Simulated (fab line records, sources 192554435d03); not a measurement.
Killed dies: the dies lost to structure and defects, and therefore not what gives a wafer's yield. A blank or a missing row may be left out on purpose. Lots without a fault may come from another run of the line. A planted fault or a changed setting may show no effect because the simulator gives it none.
fab line records    flow n5_finfet
record: lots: 6  wafers: 18  last_day: 17
route steps=1938 shown BEOL_M8@1366 PASSIVATION@1936
lots that met no fault: taken from a fault-free run of the same line
start_h: the number of hours between the record's first day and the start of the first shown wafer of the lot    wait_h: hours since the lot's step before    " unchanged from the row above    L1.1+2: a single row standing in for several wafers    - no value, or no start was given    * or withheld: withheld    < > ~ a bound
route shown NAME@n: NAME is a module with steps in the file, n the number in the route of the first one    usual: the fault-free wafers' mean and standard deviation    same: alike in all rows    chamber/n: place in a boat    sites: per-site readings    _std_site: standard deviation across them    _edge_site: the outer-site mean with the inner-site mean subtracted    radius_mm: for every site, how far away it sits from the centre of the wafer    mask NAME#n: copy n    behind: the most recent tool/chamber to have shaped the wafer    hold: why the lot went on hold/how many hours it stayed there/how the hold came to an end    device: which transistor (n, p or np) failed to switch    end of line: the same wafers' tests at the end of the route    a step given without rows: its recipe and nothing more    killed: dies that structure and defects cost at the first sort, which is not the same as the wafer's yield    map: the dies of a wafer, with x for killed, . for not killed, _ for no die there
set.NAME: the run value of the setting; set.NAME@STEP: its run value at that earlier step    model.NAME: the simulator's own value behind a step, which no gauge read
lots seen at some steps along the route; tables by step, rows by wafer
services: from which hour (start_h, from the record's first day; less than 0 if before it) a tool's chamber was out of use, for how many hours, and why
== steps ==
step: N5_BEOL_M8_OVL_MEAS_29
recipe: points_per_wafer: 522
usual: V7_OVL: 0.1/0.71
lot.wafer  tool        chamber  start_h  wait_h  V7_OVL[nm]
L273.2     overlay-02  0        215.50   0.0     0.7
L273.4     "           0        "        "       -0.3
L273.6     "           0        "        "       0.0
L275.2     overlay-01  0        231.93   0.0     -0.3
L275.4     "           0        "        "       -0.2
L275.5     "           0        "        "       -0.7
L278.2     overlay-01  0        240.83   0.0     0.1
L278.4     "           0        "        "       0.1
L278.6     "           0        "        "       0.1
L288.3     overlay-02  0        288.41   0.0     -0.3
L288.4     "           0        "        "       -0.5
L288.6     "           0        "        "       0.3
L291.1     overlay-02  0        317.52   0.0     0.3
L291.3     "           0        "        "       -0.5
L291.6     "           0        "        "       -0.6
L292.2     overlay-02  0        328.77   0.0     0.4
L292.3     "           0        "        "       0.7
L292.5     "           0        "        "       1.1
step: N5_BEOL_M8_INSPECT_30
recipe: mode: adi  inspect_instrument: brightfield
usual: raw_defect_count: 402/98
lot.wafer  tool               chamber  start_h  wait_h  raw_defect_count
L273.2     defect_inspect-02  -        215.55   0.0     271
L273.4     "                  -        "        "       325
L273.6     "                  -        "        "       270
L275.2     defect_inspect-01  -        231.98   0.0     518
L275.4     "                  -        "        "       596
L275.5     "                  -        "        "       648
L278.2     defect_inspect-01  -        240.88   0.0     377
L278.4     "                  -        "        "       639
L278.6     "                  -        "        "       563
L288.3     defect_inspect-02  -        288.46   0.0     520
L288.4     "                  -        "        "       342
L288.6     "                  -        "        "       501
L291.1     defect_inspect-02  -        317.58   0.1     313
L291.3     "                  -        "        "       288
L291.6     "                  -        "        "       296
L292.2     defect_inspect-02  -        328.82   0.0     381
L292.3     "                  -        "        "       315
L292.5     "                  -        "        "       574
step: N5_BEOL_M8_DESCUM_33
recipe: chemistry: O2  time_s: 7  source_power_w: 50  bias_power_w: 20  pressure_mtorr: 20  rf_frequency_hz: 2.712e+07  temp_c: 40  resist: CAR-EUV  o2_flow_sccm: 225
usual: drypump_motor_current_A: 5.4/0.51  oes_product_au: 0.83/0.084  rf_fwd_power_W: 49.37/0.19  rf_vpp_V: 243.9/1.4  showerhead_plenum_p_Torr: 2.14/0.076  throttle_valve_pct: 20.41/0.18
lot.wafer  tool         chamber  start_h  wait_h  drypump_motor_current_A  oes_product_au  rf_fwd_power_W  rf_hours_counter_h  rf_vpp_V  showerhead_plenum_p_Torr  throttle_valve_pct
L273.2     rie_diel-06  1        215.58   0.0     4.8                      0.70            49.13           220                 242.7     2.04                      20.42
L273.4     "            3        "        "       5.9                      0.82            49.46           -                   243.8     2.11                      20.44
L273.6     "            2        "        "       5.1                      0.79            49.42           -                   245.9     2.22                      20.29
L275.2     rie_diel-06  3        232.16   0.2     5.9                      0.79            49.37           117                 244.2     2.11                      20.45
L275.4     "            1        "        "       4.8                      0.68            49.57           -                   242.2     2.04                      20.41
L275.5     "            3        "        "       5.9                      0.78            49.37           -                   242.6     2.10                      20.44
L278.2     rie_diel-06  1        241.15   0.3     4.8                      0.69            49.45           231                 242.1     2.04                      20.42
L278.4     "            2        "        "       5.1                      0.77            49.12           112                 245.8     2.22                      20.31
L278.6     "            2        "        "       5.1                      0.77            49.27           -                   243.6     2.22                      20.31
L288.3     rie_diel-05  2        288.49   0.0     5.3                      0.82            49.43           93                  244.7     2.12                      20.17
L288.4     "            1        "        "       5.3                      0.87            49.43           -                   246.1     2.20                      20.45
L288.6     "            0        "        "       4.8                      0.91            49.46           -                   245.5     2.24                      20.54
L291.1     rie_diel-06  2        318.16   0.6     5.1                      0.74            49.14           142                 243.9     2.21                      20.35
L291.3     "            3        "        "       5.8                      0.76            49.64           -                   244.2     2.09                      20.49
L291.6     "            2        "        "       5.1                      0.75            49.57           -                   245.1     2.21                      20.34
L292.2     rie_diel-04  1        328.86   0.0     5.9                      0.88            49.69           34                  245.6     2.15                      20.83
L292.3     "            2        "        "       5.7                      0.86            49.46           58                  242.4     2.02                      20.29
L292.5     "            2        "        "       5.7                      0.86            49.58           -                   242.0     2.02                      20.30
step: N5_BEOL_M8_ETCH_72
recipe: chemistry: N2/H2  target: underlayer  target_depth_a: 65  mask_material: CAR-EUV  time_s: 5.2  ion_energy_ev: 200  pressure_mtorr: 30  source_w: 840  bias_w: 150  n2_flow_sccm: 200  h2_flow_sccm: 200  ends: cleared
usual: drypump_motor_current_A: 5.4/0.51  etch_rf_on_time_s: 5.09/0.16  oes_product_au: 0.71/0.08  rf_fwd_power_W: 819.2/2.4  rf_vpp_V: 525.4/2.5  showerhead_plenum_p_Torr: 2.60/0.085  throttle_valve_pct: 17.83/0.19
lot.wafer  tool         chamber  start_h  wait_h  drypump_motor_current_A  etch_rf_on_time_s  oes_product_au  rf_fwd_power_W  rf_hours_counter_h  rf_vpp_V  showerhead_plenum_p_Torr  throttle_valve_pct
L273.2     rie_diel-06  1        215.62   0.0     4.8                      5.24               0.59            821.7           220                 522.2     2.50                      17.95
L273.4     "            3        "        "       5.9                      5.09               0.68            816.9           -                   522.9     2.57                      17.83
L273.6     "            2        "        "       5.1                      5.19               0.65            816.8           -                   529.1     2.68                      17.74
L275.2     rie_diel-06  3        232.20   0.0     5.9                      5.18               0.66            819.0           117                 521.9     2.56                      17.87
L275.4     "            1        "        "       4.8                      5.30               0.58            818.1           -                   521.0     2.50                      17.95
L275.5     "            3        "        "       5.9                      5.27               0.66            821.2           -                   523.7     2.56                      17.86
L278.2     rie_diel-06  1        241.19   0.0     4.8                      5.19               0.58            818.9           231                 523.0     2.50                      17.96
L278.4     "            2        "        "       5.1                      5.24               0.66            815.2           112                 528.8     2.68                      17.74
L278.6     "            2        "        "       5.1                      5.20               0.66            821.3           -                   525.3     2.68                      17.74
L288.3     rie_diel-05  2        288.53   0.0     5.3                      5.27               0.67            818.6           93                  522.2     2.56                      17.49
L288.4     "            1        "        "       5.4                      4.93               0.75            819.2           -                   527.0     2.70                      18.04
L288.6     "            0        "        "       4.8                      4.78               0.82            814.3           -                   528.4     2.70                      17.79
L291.1     rie_diel-06  2        318.21   0.0     5.1                      5.16               0.64            817.0           142                 527.1     2.66                      17.79
L291.3     "            3        "        "       5.9                      5.15               0.64            816.8           -                   524.3     2.55                      17.90
L291.6     "            2        "        "       5.1                      5.13               0.64            816.2           -                   530.3     2.67                      17.79
L292.2     rie_diel-04  1        328.89   0.0     5.9                      4.95               0.76            816.4           34                  525.3     2.58                      18.00
L292.3     "            2        "        "       5.6                      5.28               0.73            819.3           58                  522.7     2.46                      17.72
L292.5     "            2        "        "       5.7                      5.26               0.73            819.8           -                   520.2     2.46                      17.73
step: N5_BEOL_M8_ETCH_65
recipe: chemistry: CF4  target: SiARC  target_depth_a: 156  mask_material: CAR-EUV  time_s: 26  ion_energy_ev: 80  pressure_mtorr: 40  source_w: 545  bias_w: 36  Ar_flow_sccm: 100  cf4_flow_sccm: 100  ends: cleared
usual: drypump_motor_current_A: 5.4/0.51  etch_rf_on_time_s: 25.7/0.75  oes_product_au: 0.71/0.079  rf_fwd_power_W: 531.7/1.8  rf_vpp_V: 184.6/1.1  showerhead_plenum_p_Torr: 2.18/0.07  throttle_valve_pct: 15.57/0.2
lot.wafer  tool         chamber  start_h  wait_h  drypump_motor_current_A  etch_rf_on_time_s  oes_product_au  rf_fwd_power_W  rf_hours_counter_h  rf_vpp_V  showerhead_plenum_p_Torr  throttle_valve_pct
L273.2     rie_diel-06  1        215.63   0.0     4.8                      26.0               0.60            534.7           220                 182.0     2.11                      15.81
L273.4     "            3        "        "       5.9                      26.1               0.67            532.8           -                   183.8     2.15                      15.59
L273.6     "            2        "        "       5.1                      26.5               0.66            533.3           -                   184.2     2.28                      15.53
L275.2     rie_diel-06  3        232.22   0.0     5.8                      25.9               0.67            531.0           117                 184.6     2.15                      15.61
L275.4     "            1        "        "       4.8                      26.0               0.59            531.0           -                   184.6     2.11                      15.84
L275.5     "            3        "        "       5.8                      26.0               0.66            532.1           -                   182.7     2.15                      15.63
L278.2     rie_diel-06  1        241.21   0.0     4.8                      25.9               0.60            531.6           231                 185.5     2.11                      15.85
L278.4     "            2        "        "       5.1                      26.1               0.65            530.8           112                 183.9     2.27                      15.53
L278.6     "            2        "        "       5.1                      26.3               0.65            532.0           -                   185.0     2.27                      15.56
L288.3     rie_diel-05  2        288.55   0.0     5.3                      26.1               0.68            531.3           93                  183.9     2.14                      15.24
L288.4     "            1        "        "       5.3                      25.1               0.75            533.3           -                   185.1     2.25                      15.60
L288.6     "            0        "        "       4.8                      24.2               0.80            533.4           -                   184.4     2.27                      15.50
L291.1     rie_diel-06  2        318.24   0.0     5.1                      26.2               0.64            529.4           142                 185.3     2.26                      15.60
L291.3     "            3        "        "       5.9                      26.2               0.64            533.3           -                   184.7     2.14                      15.68
L291.6     "            2        "        "       5.1                      25.9               0.64            528.0           -                   184.4     2.26                      15.60
L292.2     rie_diel-04  1        328.91   0.0     5.8                      24.9               0.77            532.3           34                  185.0     2.18                      15.80
L292.3     "            2        "        "       5.7                      26.7               0.72            531.4           58                  184.2     2.07                      15.48
L292.5     "            2        "        "       5.6                      26.5               0.72            530.3           -                   184.8     2.07                      15.50
step: N5_BEOL_M8_ETCH_66
recipe: chemistry: N2/H2  target: SOC  target_depth_a: 800  overetch_a: 160  mask_material: SiARC  temp_c: 40  time_s: 120  ion_energy_ev: 200  pressure_mtorr: 30  source_w: 840  bias_w: 150  n2_flow_sccm: 200  h2_flow_sccm: 200
usual: drypump_motor_current_A: 5.4/0.51  oes_product_au: 0.63/0.062  rf_fwd_power_W: 835.7/2.9  rf_vpp_V: 525.4/2.5  showerhead_plenum_p_Torr: 2.60/0.085  throttle_valve_pct: 17.79/0.19
lot.wafer  tool         chamber  start_h  wait_h  drypump_motor_current_A  oes_product_au  rf_fwd_power_W  rf_hours_counter_h  rf_vpp_V  showerhead_plenum_p_Torr  throttle_valve_pct
L273.2     rie_diel-06  1        215.66   0.0     4.8                      0.53            835.4           220                 522.6     2.50                      17.91
L273.4     "            3        "        "       5.8                      0.61            836.6           -                   523.8     2.57                      17.80
L273.6     "            2        "        "       5.1                      0.59            837.6           -                   529.4     2.68                      17.69
L275.2     rie_diel-06  3        232.24   0.0     5.9                      0.59            836.1           117                 523.2     2.56                      17.79
L275.4     "            1        "        "       4.8                      0.53            838.6           -                   524.3     2.50                      17.94
L275.5     "            3        "        "       5.9                      0.59            833.3           -                   523.1     2.56                      17.82
L278.2     rie_diel-06  1        241.23   0.0     4.8                      0.53            835.0           231                 522.8     2.49                      17.91
L278.4     "            2        "        "       5.1                      0.59            838.8           112                 526.9     2.68                      17.70
L278.6     "            2        "        "       5.1                      0.59            838.7           -                   528.0     2.68                      17.70
L288.3     rie_diel-05  2        288.57   0.0     5.3                      0.62            836.8           93                  524.3     2.56                      17.48
L288.4     "            1        "        "       5.3                      0.66            831.7           -                   527.4     2.70                      17.98
L288.6     "            0        "        "       4.8                      0.69            831.8           -                   527.4     2.70                      17.76
L291.1     rie_diel-06  2        318.28   0.0     5.1                      0.57            835.2           142                 527.4     2.66                      17.74
L291.3     "            3        "        "       5.9                      0.57            835.5           -                   524.6     2.55                      17.88
L291.6     "            2        "        "       5.1                      0.58            831.5           -                   527.5     2.66                      17.76
L292.2     rie_diel-04  1        328.94   0.0     5.9                      0.68            837.4           34                  524.4     2.58                      17.94
L292.3     "            2        "        "       5.7                      0.66            836.4           58                  521.9     2.46                      17.71
L292.5     "            2        "        "       5.7                      0.65            836.9           -                   522.1     2.46                      17.71
step: N5_BEOL_M8_STRIP_69
recipe: chemistry: N2/H2  temp_c: 40  n2_flow_sccm: 200  h2_flow_sccm: 200  rf_frequency_hz: 6e+07
step: N5_BEOL_M8_STRIP_73
recipe: chemistry: N2/H2  temp_c: 40  n2_flow_sccm: 200  h2_flow_sccm: 200  rf_frequency_hz: 6e+07
step: N5_BEOL_M8_VIA_ETCH_34
recipe: chemistry: C4F6/O2  target: SiCOH_lowk  target_depth_a: 1255  mask_material: SOC  taper_deg: 4  time_s: 50.5  ion_energy_ev: 250  pressure_mtorr: 30  source_w: 345  bias_w: 185  Ar_flow_sccm: 300  C4F6_flow_sccm: 10  O2_flow_sccm: 10
step: N5_BEOL_M8_STRIP_76
recipe: chemistry: C4F6/O2  resist: SiARC  rf_frequency_hz: 6e+07
step: N5_BEOL_M8_STRIP_36
recipe: chemistry: N2/H2  power_w: 450  temp_c: 40  pressure_mtorr: 20  rf_frequency_hz: 6e+07  overash_fraction: 0.3  bias_power_w: 7  h2_frac: 0.5  n2_flow_sccm: 200  h2_flow_sccm: 200
usual: drypump_motor_current_A: 5.4/0.51  oes_product_au: 0.83/0.083  rf_vpp_V: 59.2/1.4  showerhead_plenum_p_Torr: 2.60/0.085  throttle_valve_pct: 23.65/0.22
lot.wafer  tool         chamber  start_h  wait_h  drypump_motor_current_A  oes_product_au  rf_hours_counter_h  rf_vpp_V  showerhead_plenum_p_Torr  throttle_valve_pct
L273.2     rie_diel-06  1        215.81   0.0     4.8                      0.69            220                 59.8      2.50                      23.58
L273.4     "            3        "        "       5.9                      0.80            -                   60.8      2.56                      23.59
L273.6     "            2        "        "       5.1                      0.78            -                   59.5      2.68                      23.61
L275.2     rie_diel-06  3        232.40   0.0     5.9                      0.80            117                 57.6      2.56                      23.59
L275.4     "            1        "        "       4.8                      0.69            -                   59.9      2.49                      23.57
L275.5     "            3        "        "       5.9                      0.79            -                   58.5      2.56                      23.63
L278.2     rie_diel-06  1        241.39   0.0     4.8                      0.69            231                 58.2      2.49                      23.57
L278.4     "            2        "        "       5.1                      0.77            112                 61.1      2.67                      23.62
L278.6     "            2        "        "       5.1                      0.78            -                   59.7      2.67                      23.67
L288.3     rie_diel-05  2        288.73   0.0     5.3                      0.81            93                  59.4      2.56                      23.29
L288.4     "            1        "        "       5.3                      0.87            -                   58.9      2.70                      23.97
L288.6     "            0        "        "       4.8                      0.91            -                   60.6      2.70                      23.71
L291.1     rie_diel-06  2        318.51   0.0     5.1                      0.74            142                 60.1      2.66                      23.68
L291.3     "            3        "        "       5.9                      0.77            -                   58.7      2.54                      23.63
L291.6     "            2        "        "       5.1                      0.75            -                   59.3      2.66                      23.66
L292.2     rie_diel-04  1        329.09   0.0     5.9                      0.87            34                  58.4      2.58                      23.78
L292.3     "            2        "        "       5.7                      0.87            58                  59.3      2.46                      23.55
L292.5     "            2        "        "       5.7                      0.87            -                   57.1      2.46                      23.54
step: N5_BEOL_M8_TRENCH_ETCH_37
recipe: chemistry: C4F6/O2  target_depth_a: 934.78  target: SiCOH_lowk  time_s: 31.2  ion_energy_ev: 250  pressure_mtorr: 30  source_w: 345  bias_w: 185  Ar_flow_sccm: 300  C4F6_flow_sccm: 10  O2_flow_sccm: 10
step: N5_BEOL_M8_ETCH_41
recipe: chemistry: CH3F/O2  target: SiCN  target_depth_a: 319  taper_deg: 2  time_s: 57.8  ion_energy_ev: 120  mask_material: TiN  pressure_mtorr: 30  source_w: 395  bias_w: 75  Ar_flow_sccm: 150  CH3F_flow_sccm: 30  O2_flow_sccm: 20
usual: drypump_motor_current_A: 5.4/0.51  oes_product_au: 0.83/0.09  rf_fwd_power_W: 391.4/1.3  rf_vpp_V: 298.1/1.6  showerhead_plenum_p_Torr: 2.04/0.073  throttle_valve_pct: 16.26/0.22
lot.wafer  tool         chamber  start_h  wait_h  drypump_motor_current_A  oes_product_au  rf_fwd_power_W  rf_hours_counter_h  rf_vpp_V  showerhead_plenum_p_Torr  throttle_valve_pct  model.etch.depth_nm
L273.2     rie_diel-06  1        215.89   -       4.8                      0.68            391.0           220                 297.6     1.96                      16.47               21.13
L273.4     "            3        "        "       5.9                      0.78            391.1           -                   296.4     2.00                      16.27               22.04
L273.6     "            2        "        "       5.1                      0.77            389.4           -                   300.8     2.13                      16.19               21.67
L275.2     rie_diel-06  3        232.47   -       5.9                      1.11            391.1           117                 296.3     2.00                      16.30               37.04
L275.4     "            1        "        "       4.8                      0.69            392.5           -                   297.3     1.96                      16.49               21.43
L275.5     "            3        "        "       5.9                      0.78            391.1           -                   297.8     2.00                      16.30               22.08
L278.2     rie_diel-06  1        241.46   -       4.8                      0.98            391.0           231                 296.2     1.96                      16.48               36.34
L278.4     "            2        "        "       5.1                      0.77            390.6           112                 298.8     2.12                      16.20               21.72
L278.6     "            2        "        "       5.1                      1.11            390.4           -                   299.6     2.12                      16.21               37.12
L288.3     rie_diel-05  2        288.80   -       5.3                      0.81            389.5           93                  297.3     1.99                      15.89               22.22
L288.4     "            1        "        "       5.4                      0.89            391.5           -                   300.5     2.10                      16.31               22.61
L288.6     "            0        "        "       4.8                      0.94            391.2           -                   299.3     2.14                      16.31               23.22
L291.1     rie_diel-06  2        318.61   -       5.1                      0.74            392.0           142                 298.3     2.11                      16.26               21.7
L291.3     "            3        "        "       5.9                      0.75            390.3           -                   298.0     1.99                      16.34               21.92
L291.6     "            2        "        "       5.1                      0.74            390.7           -                   299.1     2.11                      16.25               21.8
L292.2     rie_diel-04  1        329.16   -       5.9                      0.89            392.2           34                  298.8     2.05                      16.57               22.38
L292.3     "            2        "        "       5.7                      0.86            391.8           58                  295.8     1.92                      16.14               22.11
L292.5     "            2        "        "       5.7                      0.86            390.9           -                   295.9     1.92                      16.15               22.11
step: N5_BEOL_M8_STRIP_80
recipe: chemistry: N2/H2  time_s: 10  power_w: 450  temp_c: 40  pressure_mtorr: 20  rf_frequency_hz: 6e+07  bias_power_w: 7  n2_flow_sccm: 200  h2_flow_sccm: 200
step: N5_PASSIVATION_PROBE_49
usual: defect_limited_yield: 91.4/1.5  killed_at_M0_to_M3: 36/11  killed_at_M4_up: 14/6  killed_at_contacts: 11/6  killed_at_front_end: 37/11  killed_at_other: 4/3.4  killed_dies: 102/18  killed_open: 66/13  killed_short: 34/7.8  sort_bin_5_function: 5.0/0.97  sort_bin_6_memory: 3.2/0.7  sort_bin_8_speed: 0.0/0.38  sort_n_pass: 1078/19  sort_yield_pct: 91.3/1.6
same: gross_dies: 1180  killed_at_back_side: 0  sort_bin_4_leakage[%]: 0
lot.wafer  tool       chamber  start_h  wait_h  defect_limited_yield[%]  killed_at_M0_to_M3  killed_at_M4_up  killed_at_contacts  killed_at_front_end  killed_at_other  killed_dies  killed_open  killed_short  sort_bin_5_function[%]  sort_bin_6_memory[%]  sort_bin_8_speed[%]  sort_n_pass  sort_yield_pct[%]
L278.2     prober-02  -        313.25   0.1     88.8                     25                  16               34                  56                   1                132          82           49            6.4                     4.4                   0                    1048         88.8
L278.4     prober-02  -        313.35   0.2     88.3                     41                  17               15                  63                   2                138          90           47            6.1                     5.1                   0                    1042         88.3
L278.6     prober-02  -        313.45   0.3     87.6                     44                  26               17                  55                   4                146          98           47            8.1                     3.7                   0                    1034         87.6
L288.3     prober-02  -        359.01   0.7     91.9                     30                  7                14                  36                   9                96           63           33            4.2                     3.6                   0                    1084         91.9
L288.4     prober-02  -        359.06   0.8     88.6                     42                  9                19                  53                   12               135          82           53            6.0                     5.1                   0                    1045         88.6
L288.6     prober-02  -        359.16   0.9     90.7                     37                  15               15                  34                   9                110          78           32            5.8                     3.1                   0                    1070         90.7
killed by level:class
L278.2 MOL_CONTACT_COAG:geometric_particle:open=27 FIN_SAQP:geometric_particle:open=15 FIN_SAQP:geometric_particle:short=15 STI_FIN_REVEAL:geometric_particle:open=7 MOL_CONTACT_COAG:geometric_particle:short=7 BEOL_M0_SAQP:geometric_particle:open=7 BEOL_M2:geometric_particle:open=7 BEOL_M0_SAQP:geometric_particle:short=5
L278.4 FIN_SAQP:geometric_particle:open=29 FIN_SAQP:geometric_particle:short=17 BEOL_M0_SAQP:geometric_particle:short=11 MOL_CONTACT_COAG:geometric_particle:open=11 BEOL_M0_SAQP:geometric_particle:open=10 BEOL_M4:geometric_particle:open=9 BEOL_M3:geometric_particle:short=6 BEOL_M3:geometric_particle:open=5
L278.6 FIN_SAQP:geometric_particle:open=26 BEOL_M0_SAQP:geometric_particle:open=15 FIN_SAQP:geometric_particle:short=14 BEOL_M4:geometric_particle:open=13 MOL_CONTACT_COAG:geometric_particle:open=12 BEOL_M0_SAQP:geometric_particle:short=12 BEOL_M3:geometric_particle:short=6 MOL_CONTACT_COAG:geometric_particle:short=5
L288.3 STI_FIN_REVEAL:geometric_particle:open=13 FIN_SAQP:geometric_particle:open=10 MOL_CONTACT_COAG:geometric_particle:open=10 BEOL_M0_SAQP:geometric_particle:open=7 BEOL_M0_SAQP:geometric_particle:short=6 BEOL_M2:geometric_particle:open=5 MOL_CONTACT_COAG:geometric_particle:short=4 BEOL_M4:geometric_particle:open=4
L288.4 FIN_SAQP:geometric_particle:short=17 FIN_SAQP:geometric_particle:open=14 MOL_CONTACT_COAG:geometric_particle:open=14 BEOL_M0_SAQP:geometric_particle:open=14 BEOL_M0_SAQP:geometric_particle:short=10 BEOL_M2:geometric_particle:open=7 PASS1_CAP:geometric_particle:open=6 STI_FIN_REVEAL:geometric_particle:open=5
L288.6 MOL_CONTACT_COAG:geometric_particle:open=14 BEOL_M0_SAQP:geometric_particle:open=10 STI_FIN_REVEAL:geometric_particle:open=8 BEOL_M0_SAQP:geometric_particle:short=8 BEOL_M1:geometric_particle:open=7 FIN_SAQP:geometric_particle:open=6 BEOL_M4:geometric_particle:open=6 FIN_SAQP:geometric_particle:short=5
== services ==
tool         chamber  start_h  hours  kind
rie_diel-06  0        197.25   -      clean
rie_diel-06  0        197.25   -      consumable_replace:focus_ring
rie_diel-06  0        197.25   35.3   scheduled_down
rie_diel-06  0        197.25   35.3   vent_cycle
rie_diel-05  0        200.40   -      clean
rie_diel-05  0        200.40   -      consumable_replace:focus_ring
rie_diel-05  0        200.40   -      consumable_replace:showerhead
rie_diel-05  0        200.40   14.8   scheduled_down
rie_diel-05  0        200.40   14.8   vent_cycle
rie_diel-04  1        214.39   -      clean
rie_diel-04  1        214.39   -      consumable_replace:focus_ring
rie_diel-04  1        214.39   16.8   scheduled_down
rie_diel-04  1        214.39   16.8   vent_cycle
rie_diel-04  1        235.62   8.8    repair
rie_diel-05  3        239.05   115.1  repair
rie_diel-06  1        300.87   -      clean
rie_diel-06  1        300.87   -      consumable_replace:focus_ring
rie_diel-06  1        300.87   19.6   scheduled_down
rie_diel-06  1        300.87   19.6   vent_cycle
== key ==
first_sign: step: N5_BEOL_M8_ETCH_41  reading: oes_product_au  direction: up  sigmas: 2.7  usual: 0.83  struck: 1.07
effect none on later readings
model_effect: step: N5_BEOL_M8_ETCH_41  value: etch.depth_nm  without: 21.75  struck: 36.83
met_at N5_BEOL_M8_ETCH_41
struck_wafers L275.2,L278.2,L278.6
onset_between 215.89 232.47
fault: kind: process_parameter_drift  tool: rie_diel-06  chamber: -  onset_h: 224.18  steps: N5_BEOL_M8_ETCH_41  channel: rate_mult  offset: 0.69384  shape: step  end_h: 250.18  scope: struck_wafers_only
